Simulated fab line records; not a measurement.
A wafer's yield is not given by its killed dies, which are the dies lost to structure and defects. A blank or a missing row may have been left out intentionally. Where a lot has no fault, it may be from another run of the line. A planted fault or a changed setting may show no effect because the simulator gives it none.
Matching of chambers -- flow nand_harc -- 4 sister chambers for NHARC_A_CONTACT_ALD_18 on ald_metal-03
The step deposits TiN, target thk 3 nm, pulse time 1 s, ald cycles 150. 8 wafers are shown with their chamber, then 10 later ones without.

== WAFERS WITH THEIR CHAMBER ==
wafer,chamber,heater_power_w (W),precursor_pulse_height_rel
L074.3,0,1279,1.007
L081.4,0,1157,0.991
L084.2,2,1195,0.991
L090.1,3,1172,1.032
L090.2,2,1194,1.009
L090.5,1,1042,1.009
L093.2,1,1075,0.995
L093.5,3,1170,1.004

== WAFERS MISSING THEIR CHAMBER ==
wafer,heater_power_w (W),precursor_pulse_height_rel
L093.6,1175,0.969
L094.1,1063,0.992
L094.2,1163,0.986
L094.6,1224,0.969
L094.3,1172,1.008
L094.4,1179,0.995
L094.5,1085,1.014
L097.1,1185,0.986
L097.3,1207,1.002
L097.6,1195,1.044

== WHICH CHAMBER EACH WENT THROUGH ==
wafer,from the rows above,in truth
L093.6,can't be placed: 2 or 0 or 3 or 1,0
L094.1,1,1
L094.2,can't be placed: 2 or 0 or 3 or 1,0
L094.6,can't be placed: 0 or 2 or 3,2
L094.3,can't be placed: 3 or 2 or 0 or 1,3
L094.4,can't be placed: 2 or 0 or 3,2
L094.5,can't be placed: 1 or 3 or 2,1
L097.1,can't be placed: 2 or 0 or 3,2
L097.3,can't be placed: 2 or 0 or 3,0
L097.6,can't be placed: 3 or 2 or 0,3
1 of 10 placed correctly. These rows do not allow placing 9 (true chamber among the candidates in 9). 0 placed wrongly.
How it was worked out, from the rows above alone: a wafer's distance from a chamber is the root of the sum, over the readings, of the square of ((its reading less the chamber's mean) divided by the reading's scatter). If the next closest chamber is less than 2 further off than the closest, the wafer can't be placed; otherwise it belongs to the closest. A chamber's mean is the mean of its shown wafers. The scatter: take each reading less its chamber's mean, square it, sum over the shown wafers, divide by the number of wafers less the number of chambers, and take the root.
